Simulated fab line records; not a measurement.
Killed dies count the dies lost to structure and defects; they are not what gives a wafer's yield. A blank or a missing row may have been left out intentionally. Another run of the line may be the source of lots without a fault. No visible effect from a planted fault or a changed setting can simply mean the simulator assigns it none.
Matching of chambers :: flow n5Finfet :: rieDiel-01 running N5_BEOL_M4_ETCH_70: 4 sister chambers
The step etches SOC in N2/H2, target depth 80 nm, overetch 24 nm, time 130 s. 8 wafers are shown with their chamber, then 12 later ones without.

== WAFERS WITH THEIR CHAMBER ==
wafer: L078.4
chamber: 3
drypumpMotorCurrentA (A): 4.9
showerheadPlenumPTorr (Torr): 2.70

wafer: L084.3
chamber: 0
drypumpMotorCurrentA (A): 4.9
showerheadPlenumPTorr (Torr): 2.50

wafer: L090.2
chamber: 3
drypumpMotorCurrentA (A): 4.9
showerheadPlenumPTorr (Torr): 2.69

wafer: L090.3
chamber: 2
drypumpMotorCurrentA (A): 6.4
showerheadPlenumPTorr (Torr): 2.70

wafer: L090.4
chamber: 1
drypumpMotorCurrentA (A): 5.2
showerheadPlenumPTorr (Torr): 2.49

wafer: L088.1
chamber: 1
drypumpMotorCurrentA (A): 5.3
showerheadPlenumPTorr (Torr): 2.49

wafer: L088.2
chamber: 2
drypumpMotorCurrentA (A): 6.4
showerheadPlenumPTorr (Torr): 2.70

wafer: L088.5
chamber: 0
drypumpMotorCurrentA (A): 4.9
showerheadPlenumPTorr (Torr): 2.49

== WAFERS MISSING THEIR CHAMBER ==
wafer: L091.3
drypumpMotorCurrentA (A): 4.9
showerheadPlenumPTorr (Torr): 2.49

wafer: L091.5
drypumpMotorCurrentA (A): 5.3
showerheadPlenumPTorr (Torr): 2.49

wafer: L091.6
drypumpMotorCurrentA (A): 5.0
showerheadPlenumPTorr (Torr): 2.49

wafer: L092.2
drypumpMotorCurrentA (A): 4.9
showerheadPlenumPTorr (Torr): 2.49

wafer: L092.5
drypumpMotorCurrentA (A): 6.4
showerheadPlenumPTorr (Torr): 2.70

wafer: L092.6
drypumpMotorCurrentA (A): 5.3
showerheadPlenumPTorr (Torr): 2.49

wafer: L096.1
drypumpMotorCurrentA (A): 5.3
showerheadPlenumPTorr (Torr): 2.48

wafer: L096.3
drypumpMotorCurrentA (A): 4.9
showerheadPlenumPTorr (Torr): 2.68

wafer: L096.5
drypumpMotorCurrentA (A): 4.9
showerheadPlenumPTorr (Torr): 2.48

wafer: L097.1
drypumpMotorCurrentA (A): 4.9
showerheadPlenumPTorr (Torr): 2.48

wafer: L097.2
drypumpMotorCurrentA (A): 4.9
showerheadPlenumPTorr (Torr): 2.68

wafer: L097.3
drypumpMotorCurrentA (A): 5.3
showerheadPlenumPTorr (Torr): 2.48

== WHICH CHAMBER EACH WENT THROUGH ==
wafer: L091.3
from the rows above: 0
in truth: 0

wafer: L091.5
from the rows above: 1
in truth: 1

wafer: L091.6
from the rows above: 0
in truth: 0

wafer: L092.2
from the rows above: 0
in truth: 0

wafer: L092.5
from the rows above: 2
in truth: 2

wafer: L092.6
from the rows above: 1
in truth: 1

wafer: L096.1
from the rows above: 1
in truth: 1

wafer: L096.3
from the rows above: 3
in truth: 3

wafer: L096.5
from the rows above: 0
in truth: 0

wafer: L097.1
from the rows above: 0
in truth: 0

wafer: L097.2
from the rows above: 3
in truth: 3

wafer: L097.3
from the rows above: 1
in truth: 1
Correctly placed: 12 of 12. From these rows, 0 cannot be placed. Number placed wrongly: 0.
How it was worked out, from the rows above alone: a wafer's distance from a chamber is the root of the sum, over the readings, of the square of ((its reading less the chamber's mean) divided by the reading's scatter). The wafer belongs to the nearest chamber; if the next one is less than 2 further off, it can't be placed. A chamber's mean is the mean of its shown wafers. The scatter: take each reading less its chamber's mean, square it, sum over the shown wafers, divide by the number of wafers less the number of chambers, and take the root.
